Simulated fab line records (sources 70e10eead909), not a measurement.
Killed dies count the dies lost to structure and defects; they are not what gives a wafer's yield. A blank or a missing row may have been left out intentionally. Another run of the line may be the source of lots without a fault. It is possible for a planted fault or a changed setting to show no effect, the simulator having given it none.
fab line records	flow nandHarc	part 1 of 2: steps 1 to 16 of 21
record: lots: 5	wafers: 15	lastDay: 33
route steps=1302 shown A_STAIRCASE@695
lots that met no fault: from a run of the same line without faults
startH: start of the lot's first displayed wafer, in hours after the record's first day	waitH: hours elapsed since this lot's preceding step	" repeats the value in the row above	L1.1+2: a row that stands for several wafers	- no value, or no start was given	* or withheld: withheld	< > ~ a bound
route shown NAME@n: a module of which the file shows steps, and the number in the route of the first	usual: the fault-free wafers' mean and standard deviation	same: alike in all rows	chamber/n: place in a boat	sites: the reading at each site	_std_site: how widely they spread, as a standard deviation	_edge_site: outer sites' mean less inner sites'	radiusMm: for every site, how far away it sits from the centre of the wafer	mask NAME#n: copy n	behind: the most recent tool/chamber to have shaped the wafer	hold: cause of the lot's hold/its duration in hours/its outcome	device: which transistor (n, p or np) failed to switch	end of line: at the end of the route, the tests of the same wafers	for a step that has no rows: nothing shown but its recipe	killed: not the wafer's yield, but the dies lost to structure and defects at the first sort	map: a wafer's dies, marking killed ones x, the rest . and places with no die _
set.NAME: the run value of the setting; set.NAME@STEP: its run value at that earlier step	model.NAME: the simulator's own value behind a step, which no gauge read
lots at selected steps of the route; one table per step, one row per wafer
services: when a tool's chamber went out of use (startH, in hours from the record's first day, below 0 if earlier), for how many hours, and the reason
== steps ==
step: NHARC_A_STAIRCASE_EXPOSE_181
recipe: na: 0.5	doseMj: 27.87	maskId: STAIR_2
lot.wafer	tool	chamber	startH	waitH	mask
L074.2+4+6	krfScanner-03	0	361.48	-	STAIR_2#0
L075.2+3+6	krfScanner-01	0	369.59	-	STAIR_2#0
L082.1+3+4	krfScanner-01	0	439.18	-	STAIR_2#0
L085.4+5+6	krfScanner-01	0	467.85	-	STAIR_2#0
L095.1+3+6	krfScanner-02	0	571.06	-	STAIR_2#0
step: NHARC_A_STAIRCASE_PEB_182
recipe: pebTempC: 115	pebTimeS: 130
lot.wafer	tool	chamber	startH	waitH
L074.2+4+6	lithoTrack-03	0	361.55	0.1
L075.2+3+6	lithoTrack-02	0	369.65	0.1
L082.1+3+4	lithoTrack-02	0	439.24	0.1
L085.4+5+6	lithoTrack-05	0	467.90	0.0
L095.1+3+6	lithoTrack-05	0	571.12	0.1
step: NHARC_A_STAIRCASE_DEVELOP_183
recipe: timeS: 140
lot.wafer	tool	chamber	startH	waitH
L074.2+4+6	lithoTrack-03	0	-	-
L075.2+3+6	lithoTrack-02	0	-	-
L082.1+3+4	lithoTrack-02	0	-	-
L085.4+5+6	lithoTrack-05	0	-	-
L095.1+3+6	lithoTrack-05	0	-	-
step: NHARC_A_STAIRCASE_HARDBAKE_185
recipe: tempC: 120	timeS: 140
lot.wafer	tool	chamber	startH	waitH
L074.2+4+6	lithoTrack-05	0	361.77	-
L075.2+3+6	lithoTrack-05	0	369.87	-
L082.1+3+4	lithoTrack-02	0	439.46	-
L085.4+5+6	lithoTrack-03	0	468.13	-
L095.1+3+6	lithoTrack-03	0	571.34	-
step: NHARC_A_STAIRCASE_DESCUM_186
recipe: timeS: 3	o2FlowSccm: 200	arFlowSccm: 0	biasPowerW: 0	chemistry: O2
usual: chamberPressureMTorr: 60.00/0.054	drypumpMotorCurrentA: 5.3/0.48	oesProductAu: 1.001/0.0094	rfVppV: 57.7/0.92	showerheadPlenumPTorr: 1.89/0.11	throttleValvePct: 11.310/0.0092
lot.wafer	tool	chamber	startH	waitH	chamberPressureMTorr	drypumpMotorCurrentA	oesProductAu	rfHoursCounterH	rfVppV	showerheadPlenumPTorr	throttleValvePct
L074.4	rieDiel-01	0	364.05	-	59.97	6.0	0.989	50	57.6	1.90	11.312
L074.2	"	1	"	"	60.00	6.2	0.995	49	57.2	1.83	11.306
L074.6	"	2	"	"	60.00	6.0	0.990	-	59.3	1.96	11.303
L075.2	rieDiel-08	1	369.97	-	60.02	4.9	1.016	55	58.0	1.92	11.301
L075.3	"	2	"	"	59.92	4.8	1.001	54	57.2	1.83	11.312
L075.6	"	1	"	"	59.99	4.9	1.003	-	57.5	1.92	11.307
L082.1	rieDiel-06	2	439.61	-	60.03	4.8	1.003	38	57.0	1.77	11.308
L082.4	"	3	"	"	59.95	5.0	1.014	41	57.2	1.79	11.325
L082.3	"	0	"	"	59.98	5.6	0.999	39	57.4	1.78	11.310
L085.4	rieDiel-06	2	468.22	-	60.11	4.8	1.004	53	57.1	1.77	11.301
L085.6	"	0	"	"	60.01	5.6	1.000	-	56.9	1.77	11.294
L085.5	"	1	"	"	60.05	5.2	0.995	-	57.4	2.04	11.315
L095.1	rieDiel-06	2	571.47	-	59.90	4.8	1.010	21	57.4	2.07	11.306
L095.3	"	0	"	"	60.07	5.6	1.002	28	58.3	2.07	11.309
L095.6	"	2	"	"	59.97	4.8	0.994	-	57.3	2.07	11.304
step: NHARC_A_STAIRCASE_TRIM_187
recipe: timeS: 211.2	o2FlowSccm: 500	arFlowSccm: 0	biasW: 0	chemistry: O2
usual: chamberPressureMTorr: 60.00/0.052	drypumpMotorCurrentA: 5.3/0.47	oesProductAu: 1.001/0.01	rfVppV: 57.7/0.89	showerheadPlenumPTorr: 3.50/0.19	throttleValvePct: 17.036/0.0097
lot.wafer	tool	chamber	startH	waitH	chamberPressureMTorr	drypumpMotorCurrentA	oesProductAu	rfHoursCounterH	rfVppV	showerheadPlenumPTorr	throttleValvePct
L074.2	rieDiel-01	0	364.24	0.2	60.01	6.0	0.996	50	58.3	3.50	17.051
L074.4	"	2	"	"	60.08	6.1	1.001	52	58.6	3.61	17.040
L074.6	"	0	"	"	59.99	6.0	0.996	-	56.0	3.50	17.030
L075.2	rieDiel-08	1	370.04	0.1	60.00	4.9	1.001	55	59.1	3.55	17.035
L075.3	"	2	"	"	60.00	4.8	0.994	54	57.4	3.38	17.037
L075.6	"	1	"	"	60.02	4.9	0.997	-	57.3	3.54	17.036
L082.3	rieDiel-06	2	439.71	0.1	60.05	4.8	0.997	38	57.5	3.28	17.028
L082.1	"	3	"	"	60.08	5.0	1.017	41	55.6	3.31	17.048
L082.4	"	0	"	"	59.97	5.6	1.002	39	58.0	3.29	17.037
L085.4	rieDiel-06	1	468.32	0.1	59.96	5.2	0.999	52	57.7	3.75	17.022
L085.5	"	3	"	"	60.06	5.0	1.020	-	57.2	3.31	17.052
L085.6	"	0	"	"	60.08	5.7	1.003	-	58.7	3.29	17.046
L095.1	rieDiel-06	0	571.64	0.2	60.01	5.6	1.007	28	59.3	3.79	17.051
L095.3	"	1	"	"	59.95	5.2	0.974	29	59.6	3.73	17.040
L095.6	"	0	"	"	59.96	5.6	0.998	-	58.2	3.79	17.034
step: NHARC_A_STAIRCASE_ETCH_188
recipe: targetDepthA: 1000	timeS: 40.5	ionEnergyEv: 400	c4f8FlowSccm: 20	o2FlowSccm: 10	arFlowSccm: withheld	rfW: 600	biasW: 1000	chemistry: C4F8/O2
usual: chamberPressureMTorr: 24.998/0.021	oesProductAu: 0.938/0.017	rfFwdPowerW: 593/3.1	rfVppV: 894/6.7
lot.wafer	tool	chamber	startH	waitH	chamberPressureMTorr	oesProductAu	rfFwdPowerW	rfHoursCounterH	rfVppV
L074.4	rieDiel-01	1	-	-	24.983	0.924	595	49	892
L074.2	"	0	"	"	25.011	0.934	596	50	895
L074.6	"	2	"	"	24.991	0.930	593	-	900
L075.2	rieDiel-08	2	-	-	24.985	0.951	591	54	891
L075.3	"	1	"	"	24.979	0.942	594	56	896
L075.6	"	2	"	"	25.033	0.946	594	-	891
L082.1	rieDiel-06	0	-	-	25.007	0.928	589	39	888
L082.4	"	1	"	"	24.984	0.919	591	40	905
L082.3	"	2	"	"	24.960	0.917	598	38	887
L085.4	rieDiel-06	2	-	-	24.969	0.941	597	53	888
L085.6	"	3	"	"	25.012	0.955	598	-	889
L085.5	"	0	"	"	24.998	0.919	588	-	886
L095.1	rieDiel-06	0	-	-	24.974	0.933	590	29	905
L095.3	"	2	"	"	25.009	0.933	595	21	905
L095.6	"	0	"	"	24.929	0.928	588	-	905
step: NHARC_A_STAIRCASE_TRIM_189
recipe: timeS: 211.2	o2FlowSccm: 500	arFlowSccm: 0	biasW: 0	chemistry: O2
usual: chamberPressureMTorr: 60.00/0.05	drypumpMotorCurrentA: 5.3/0.48	oesProductAu: 1.001/0.011	rfVppV: 57.7/0.92	showerheadPlenumPTorr: 3.47/0.18	throttleValvePct: 17.036/0.01
lot.wafer	tool	chamber	startH	waitH	chamberPressureMTorr	drypumpMotorCurrentA	oesProductAu	rfHoursCounterH	rfVppV	showerheadPlenumPTorr	throttleValvePct
L074.4	rieDiel-01	0	-	-	59.89	6.0	1.001	50	57.1	3.50	17.046
L074.2	"	1	"	"	60.09	6.3	0.989	50	58.5	3.39	17.039
L074.6	"	0	"	"	60.02	6.0	0.999	-	58.8	3.50	17.046
L075.3	rieDiel-06	0	370.36	-	60.01	5.6	1.003	17	57.5	3.30	17.042
L075.2	"	1	"	"	60.02	5.2	1.001	19	58.2	3.77	17.059
L075.6	"	3	"	"	59.95	5.0	1.013	-	57.3	3.33	17.035
L082.3	rieDiel-06	3	-	-	60.01	5.0	1.019	46	56.9	3.31	17.053
L082.4	"	0	"	"	59.96	5.7	1.004	42	56.0	3.29	17.023
L082.1	"	1	"	"	60.00	5.2	0.993	42	58.1	3.76	17.024
L085.4	rieDiel-06	3	-	-	59.98	5.1	1.019	56	57.7	3.31	17.042
L085.5	"	1	"	"	59.97	5.2	0.997	-	57.8	3.75	17.028
L085.6	"	2	"	"	59.88	4.8	0.993	-	55.5	3.27	17.021
L095.3	rieDiel-06	3	-	-	60.04	5.0	1.019	27	58.1	3.29	17.026
L095.1	"	1	"	"	59.90	5.1	0.984	29	56.5	3.73	17.035
L095.6	"	3	"	"	60.07	5.1	1.012	-	57.1	3.29	17.041
step: NHARC_A_STAIRCASE_ETCH_190
recipe: targetDepthA: 1000	timeS: 40.5	ionEnergyEv: 400	c4f8FlowSccm: 20	o2FlowSccm: 10	arFlowSccm: withheld	rfW: 600	biasW: 1000	chemistry: C4F8/O2
usual: chamberPressureMTorr: 25.00/0.035	oesProductAu: 0.944/0.012	rfFwdPowerW: 592/3	rfVppV: 894/6.9
lot.wafer	tool	chamber	startH	waitH	chamberPressureMTorr	oesProductAu	rfFwdPowerW	rfHoursCounterH	rfVppV
L074.2	rieDiel-01	2	-	-	24.97	0.942	595	53	900
L074.4	"	0	"	"	25.00	0.950	593	50	896
L074.6	"	3	"	"	24.97	0.953	592	-	892
L075.3	rieDiel-06	1	-	-	25.01	0.955	591	19	904
L075.2	"	0	"	"	24.97	0.947	590	17	887
L075.6	"	2	"	"	25.00	0.943	594	-	888
L082.3	rieDiel-06	0	-	-	24.98	0.959	589	42	886
L082.1	"	1	"	"	25.01	0.953	590	42	905
L082.4	"	3	"	"	25.04	0.964	593	46	888
L085.4	rieDiel-06	1	-	-	25.01	0.931	588	52	903
L085.6	"	0	"	"	25.01	0.952	589	-	888
L085.5	"	1	"	"	24.99	0.937	592	-	905
L095.3	rieDiel-06	1	-	-	24.96	0.919	588	29	903
L095.1	"	3	"	"	24.98	0.946	596	27	888
L095.6	"	0	"	"	24.95	0.929	589	-	904
step: NHARC_A_STAIRCASE_TRIM_191
recipe: timeS: 211.2	o2FlowSccm: 500	arFlowSccm: 0	biasW: 0	chemistry: O2
usual: chamberPressureMTorr: 60.00/0.053	drypumpMotorCurrentA: 5.3/0.48	oesProductAu: 1.001/0.011	rfVppV: 57.8/0.95	showerheadPlenumPTorr: 3.48/0.19	throttleValvePct: 17.036/0.0084
lot.wafer	tool	chamber	startH	waitH	chamberPressureMTorr	drypumpMotorCurrentA	oesProductAu	rfHoursCounterH	rfVppV	showerheadPlenumPTorr	throttleValvePct
L074.4	rieDiel-01	0	-	-	60.05	6.0	0.996	50	59.4	3.50	17.039
L074.2	"	2	"	"	60.02	6.1	0.993	53	57.5	3.61	17.017
L074.6	"	1	"	"	59.92	6.3	0.985	-	57.8	3.39	17.031
L075.2	rieDiel-06	3	-	-	59.99	5.0	1.017	19	56.5	3.33	17.047
L075.3	"	0	"	"	59.98	5.6	0.995	17	57.3	3.30	17.039
L075.6	"	1	"	"	59.96	5.2	0.981	-	59.5	3.77	17.038
L082.4	rieDiel-06	2	-	-	59.96	4.8	1.002	43	57.6	3.28	17.021
L082.3	"	3	"	"	59.92	5.0	1.018	46	57.3	3.31	17.039
L082.1	"	0	"	"	59.98	5.6	1.002	42	56.5	3.29	17.045
L085.4	rieDiel-06	2	-	-	60.07	4.8	0.999	53	55.6	3.27	17.037
L085.6	"	2	"	"	59.93	4.8	1.004	-	57.0	3.27	17.033
L085.5	"	3	"	"	59.91	5.0	1.013	-	57.6	3.31	17.038
L095.3	rieDiel-06	3	-	-	60.08	5.0	1.016	27	56.6	3.29	17.039
L095.1	"	1	"	"	60.04	5.1	0.996	29	57.7	3.73	17.032
L095.6	"	3	"	"	60.03	5.0	1.015	-	56.9	3.29	17.031
step: NHARC_A_STAIRCASE_ETCH_192
recipe: targetDepthA: 1000	timeS: 40.5	ionEnergyEv: 400	c4f8FlowSccm: 20	o2FlowSccm: 10	arFlowSccm: withheld	rfW: 600	biasW: 1000	chemistry: C4F8/O2
usual: chamberPressureMTorr: 24.999/0.024	oesProductAu: 0.946/0.012	rfFwdPowerW: 592/3.1	rfVppV: 894/6.8
lot.wafer	tool	chamber	startH	waitH	chamberPressureMTorr	oesProductAu	rfFwdPowerW	rfHoursCounterH	rfVppV
L074.2	rieDiel-01	2	-	-	25.007	0.944	593	53	897
L074.4	"	3	"	"	24.979	0.958	590	55	894
L074.6	"	2	"	"	24.994	0.936	593	-	899
L075.3	rieDiel-06	3	-	-	24.999	0.961	593	19	889
L075.2	"	0	"	"	24.986	0.961	587	17	888
L075.6	"	1	"	"	24.992	0.946	586	-	906
L082.1	rieDiel-06	3	-	-	25.014	0.967	595	46	889
L082.4	"	0	"	"	25.042	0.965	589	42	886
L082.3	"	1	"	"	24.996	0.938	589	43	903
L085.4	rieDiel-06	3	-	-	24.988	0.958	594	56	888
L085.6	"	0	"	"	24.988	0.963	587	-	887
L085.5	"	1	"	"	25.052	0.958	590	-	903
L095.3	rieDiel-06	0	-	-	24.995	0.948	589	29	904
L095.1	"	1	"	"	24.996	0.928	592	29	902
L095.6	"	3	"	"	25.013	0.958	597	-	887
step: NHARC_A_STAIRCASE_TRIM_193
recipe: timeS: 211.2	o2FlowSccm: 500	arFlowSccm: 0	biasW: 0	chemistry: O2
usual: chamberPressureMTorr: 59.99/0.051	drypumpMotorCurrentA: 5.4/0.48	oesProductAu: 1.003/0.011	rfVppV: 57.6/0.94	showerheadPlenumPTorr: 3.47/0.18	throttleValvePct: 17.037/0.0091
lot.wafer	tool	chamber	startH	waitH	chamberPressureMTorr	drypumpMotorCurrentA	oesProductAu	rfHoursCounterH	rfVppV	showerheadPlenumPTorr	throttleValvePct
L074.4	rieDiel-01	1	-	-	59.90	6.3	1.007	50	57.9	3.39	17.034
L074.2	"	3	"	"	59.91	5.3	1.023	55	57.8	3.40	17.032
L074.6	"	2	"	"	60.06	6.1	1.010	-	58.9	3.61	17.050
L075.3	rieDiel-06	1	-	-	60.03	5.2	1.003	19	58.0	3.77	17.045
L075.2	"	3	"	"	59.92	5.0	1.016	19	57.1	3.33	17.036
L075.6	"	1	"	"	60.03	5.2	0.996	-	58.1	3.77	17.039
L082.4	rieDiel-06	3	-	-	60.08	5.0	1.020	46	57.4	3.31	17.036
L082.1	"	1	"	"	60.01	5.1	0.994	43	58.8	3.75	17.035
L082.3	"	2	"	"	59.99	4.8	0.995	43	55.2	3.28	17.044
L085.4	rieDiel-06	0	-	-	60.07	5.6	1.010	51	56.5	3.29	17.027
L085.5	"	3	"	"	60.11	5.0	1.021	-	58.0	3.31	17.036
L085.6	"	0	"	"	59.95	5.7	1.005	-	57.8	3.29	17.044
L095.3	rieDiel-06	3	-	-	59.98	5.0	1.016	27	56.4	3.29	17.041
L095.1	"	0	"	"	59.99	5.7	0.992	29	58.2	3.79	17.036
L095.6	"	2	"	"	59.97	4.8	1.001	-	58.5	3.80	17.028
step: NHARC_A_STAIRCASE_ETCH_194
recipe: targetDepthA: 1000	timeS: 40.5	ionEnergyEv: 400	c4f8FlowSccm: 20	o2FlowSccm: 10	arFlowSccm: withheld	rfW: 600	biasW: 1000	chemistry: C4F8/O2
usual: chamberPressureMTorr: 24.997/0.021	oesProductAu: 0.946/0.011	rfFwdPowerW: 592/3.2	rfVppV: 894/6.9
lot.wafer	tool	chamber	startH	waitH	chamberPressureMTorr	oesProductAu	rfFwdPowerW	rfHoursCounterH	rfVppV
L074.4	rieDiel-01	1	-	-	25.012	0.934	594	50	890
L074.2	"	3	"	"	24.975	0.959	592	55	892
L074.6	"	0	"	"	25.027	0.931	595	-	896
L075.3	rieDiel-06	3	-	-	25.017	0.973	596	19	887
L075.2	"	0	"	"	24.985	0.957	588	17	887
L075.6	"	0	"	"	25.043	0.950	590	-	889
L082.4	rieDiel-06	0	-	-	24.979	0.948	586	42	886
L082.1	"	1	"	"	25.020	0.940	586	43	905
L082.3	"	2	"	"	24.995	0.958	593	43	887
L085.4	rieDiel-06	2	-	-	24.963	0.932	601	53	887
L085.6	"	0	"	"	24.999	0.958	590	-	888
L085.5	"	1	"	"	24.992	0.953	586	-	903
L095.3	rieDiel-06	2	-	-	25.039	0.933	595	22	906
L095.1	"	3	"	"	24.978	0.944	595	27	888
L095.6	"	2	"	"	25.010	0.938	592	-	906
step: NHARC_A_STAIRCASE_TRIM_196
recipe: timeS: 211.2	o2FlowSccm: 500	arFlowSccm: 0	biasW: 0	chemistry: O2
usual: chamberPressureMTorr: 60.00/0.056	drypumpMotorCurrentA: 5.4/0.49	oesProductAu: 1.000/0.01	rfVppV: 57.7/0.95	showerheadPlenumPTorr: 3.48/0.18	throttleValvePct: 17.038/0.0087
lot.wafer	tool	chamber	startH	waitH	chamberPressureMTorr	drypumpMotorCurrentA	oesProductAu	rfHoursCounterH	rfVppV	showerheadPlenumPTorr	throttleValvePct
L074.4	rieDiel-01	3	365.79	0.1	60.00	5.4	1.014	55	59.2	3.40	17.033
L074.2	"	0	"	"	60.04	6.0	1.006	51	58.3	3.50	17.037
L074.6	"	2	"	"	59.99	6.1	1.005	-	59.0	3.61	17.040
L075.3	rieDiel-01	0	371.26	0.1	60.11	6.0	1.002	53	57.4	3.50	17.025
L075.2	"	1	"	"	60.16	6.2	1.004	53	56.6	3.39	17.028
L075.6	"	2	"	"	59.97	6.0	1.005	-	58.1	3.61	17.050
L082.4	rieDiel-01	1	444.16	0.1	60.07	6.3	1.003	17	58.5	3.38	17.028
L082.1	"	2	"	"	59.98	6.1	1.001	11	57.3	3.60	17.043
L082.3	"	3	"	"	60.05	5.3	1.016	15	57.1	3.39	17.042
L085.4	rieDiel-06	2	469.38	0.1	59.95	4.8	0.999	54	56.3	3.27	17.047
L085.5	"	2	"	"	59.96	4.8	0.991	-	56.6	3.27	17.043
L085.6	"	3	"	"	59.93	5.0	1.021	-	56.7	3.31	17.034
L095.3	rieDiel-01	0	572.93	0.1	60.00	6.0	1.010	2	58.8	3.47	17.040
L095.1	"	1	"	"	60.05	6.3	1.010	2	56.5	3.35	17.035
L095.6	"	3	"	"	59.97	5.3	1.003	-	57.1	3.37	17.019
step: NHARC_A_STAIRCASE_ETCH_197
recipe: targetDepthA: 1000	timeS: 40.5	ionEnergyEv: 400	c4f8FlowSccm: 20	o2FlowSccm: 10	arFlowSccm: withheld	rfW: 600	biasW: 1000	chemistry: C4F8/O2
usual: chamberPressureMTorr: 25.001/0.024	oesProductAu: 0.952/0.019	rfFwdPowerW: 592.6/2.9	rfVppV: 895/6.5
lot.wafer	tool	chamber	startH	waitH	chamberPressureMTorr	oesProductAu	rfFwdPowerW	rfHoursCounterH	rfVppV
L074.2	rieDiel-01	1	-	-	25.007	0.946	589.9	50	890
L074.4	"	3	"	"	25.000	0.968	594.4	55	892
L074.6	"	2	"	"	25.009	0.940	588.8	-	897
L075.3	rieDiel-01	1	-	-	25.014	0.966	591.3	53	892
L075.2	"	2	"	"	24.997	0.966	592.4	56	899
L075.6	"	0	"	"	25.028	0.975	594.5	-	895
L082.3	rieDiel-01	0	-	-	25.021	0.973	597.9	15	895
L082.4	"	2	"	"	25.034	0.950	590.9	11	898
L082.1	"	3	"	"	24.993	0.972	589.5	15	890
L085.4	rieDiel-06	3	-	-	24.972	0.962	591.6	56	888
L085.6	"	3	"	"	25.017	0.951	593.9	-	888
L085.5	"	0	"	"	24.977	0.959	590.1	-	888
L095.3	rieDiel-01	1	-	-	25.018	0.951	590.5	3	890
L095.1	"	0	"	"	24.953	0.937	595.5	2	893
L095.6	"	1	"	"	25.013	0.939	594.3	-	891
step: NHARC_A_STAIRCASE_TRIM_198
recipe: timeS: 211.2	o2FlowSccm: 500	arFlowSccm: 0	biasW: 0	chemistry: O2
usual: chamberPressureMTorr: 59.99/0.057	drypumpMotorCurrentA: 5.3/0.47	oesProductAu: 1.001/0.01	rfVppV: 57.8/0.98	showerheadPlenumPTorr: 3.48/0.18	throttleValvePct: 17.036/0.0086
lot.wafer	tool	chamber	startH	waitH	chamberPressureMTorr	drypumpMotorCurrentA	oesProductAu	rfHoursCounterH	rfVppV	showerheadPlenumPTorr	throttleValvePct
L074.4	rieDiel-01	2	-	-	59.96	6.1	0.991	53	57.4	3.61	17.032
L074.2	"	0	"	"	59.98	6.0	1.008	51	57.3	3.50	17.046
L074.6	"	3	"	"	60.00	5.3	1.017	-	56.6	3.40	17.024
L075.3	rieDiel-01	2	-	-	59.86	6.0	0.994	56	57.9	3.61	17.036
L075.2	"	3	"	"	59.99	5.3	1.035	57	57.6	3.40	17.042
L075.6	"	2	"	"	60.00	6.1	1.000	-	57.6	3.61	17.031
L082.1	rieDiel-01	2	-	-	60.00	6.0	0.993	11	58.9	3.60	17.044
L082.3	"	3	"	"	60.23	5.3	1.010	15	55.9	3.39	17.023
L082.4	"	1	"	"	60.00	6.3	1.003	17	58.2	3.38	17.040
L085.4	rieDiel-06	3	-	-	60.06	5.0	1.019	57	58.3	3.31	17.035
L085.5	"	0	"	"	60.06	5.6	0.999	-	57.1	3.29	17.035
L085.6	"	1	"	"	60.01	5.1	1.000	-	59.6	3.75	17.038
L095.1	rieDiel-01	0	-	-	60.03	6.0	0.998	3	58.0	3.47	17.037
L095.3	"	2	"	"	59.98	6.0	0.997	5	57.5	3.58	17.020
L095.6	"	0	"	"	60.00	6.0	1.006	-	58.0	3.47	17.023
